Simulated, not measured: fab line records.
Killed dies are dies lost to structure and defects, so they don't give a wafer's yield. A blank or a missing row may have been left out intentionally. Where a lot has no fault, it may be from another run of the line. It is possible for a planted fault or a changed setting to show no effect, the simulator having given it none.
Matching of chambers -- flow n5_finfet -- rie_diel-06 running N5_BEOL_M6_STRIP_36: 4 sister chambers
The step strips in N2/H2. 4 wafers are shown with their chamber, then 7 later ones without.

## WAFERS, EACH WITH ITS CHAMBER
wafer,chamber,drypump_motor_current_A (A)
L879.1,0,5.9
L879.6,1,5.2
L881.1,2,6.2
L881.3,3,6.8

## WAFERS MISSING THEIR CHAMBER
wafer,drypump_motor_current_A (A)
L881.6,5.9
L882.3,5.9
L882.5,5.9
L882.6,6.1
L886.3,6.2
L886.5,6.8
L886.6,6.2

## WHICH CHAMBER EACH WENT THROUGH
wafer,from the rows above,in truth
L881.6,0,0
L882.3,0,0
L882.5,0,0
L882.6,2,2
L886.3,2,2
L886.5,3,3
L886.6,2,2
Placed correctly: 7 of 7. Number that these rows cannot place: 0. Wrongly placed: 0.
How it was worked out, from the rows above alone: a wafer's distance from a chamber is the root of the sum, over the readings, of the square of ((its reading less the chamber's mean) divided by the reading's scatter). If the next closest chamber is less than 2 further off than the closest, the wafer can't be placed; otherwise it belongs to the closest. Each chamber's mean is taken over the wafers shown for it. The scatter (one wafer shown for each chamber): square how far every hidden wafer sits from the nearest shown wafer, average those squares and take the square root.
